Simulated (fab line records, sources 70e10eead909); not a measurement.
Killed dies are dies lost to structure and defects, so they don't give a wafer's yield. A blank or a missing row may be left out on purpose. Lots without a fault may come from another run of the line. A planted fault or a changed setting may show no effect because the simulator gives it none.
Chamber matching | flow nand_harc | NHARC_P_M1_ETCH_35 on rie_diel-03: 4 sister chambers
The step etches the open film in N2/H2, target depth 40 nm, overetch 12 nm, time 43.94 s. 4 wafers are shown with their chamber, then 10 later ones without.

WAFERS WITH THEIR CHAMBER
wafer  | chamber | drypump_motor_current_A (A)
L080.1 | 3       | 5.7
L086.2 | 0       | 5.3
L089.2 | 2       | 6.4
L089.3 | 1       | 5.9

WAFERS WITHOUT THEIR CHAMBER
wafer  | drypump_motor_current_A (A)
L089.5 | 5.7
L090.2 | 5.9
L090.3 | 6.4
L090.6 | 5.9
L091.2 | 5.7
L091.4 | 5.3
L091.5 | 5.2
L094.2 | 5.9
L094.4 | 6.3
L094.5 | 5.9

WHICH CHAMBER EACH WENT THROUGH
wafer  | from the rows above | in truth
L089.5 | 3                   | 3
L090.2 | 1                   | 1
L090.3 | 2                   | 2
L090.6 | 1                   | 1
L091.2 | 3                   | 3
L091.4 | 0                   | 0
L091.5 | 0                   | 0
L094.2 | 1                   | 1
L094.4 | 2                   | 2
L094.5 | 1                   | 1
Placed correctly: 10 of 10. Can't be placed from these rows: 0. Placed wrongly: 0.
How it was worked out, from the rows above alone: a wafer's distance from a chamber is the root of the sum, over the readings, of the square of ((its reading less the chamber's mean) divided by the reading's scatter). The wafer belongs to the nearest chamber; if the next one is less than 2 further off, it can't be placed. A chamber's mean is the mean of its shown wafers. The scatter: with one shown wafer a chamber, the root of the mean of the squares of how far each hidden wafer lies from its nearest shown one.
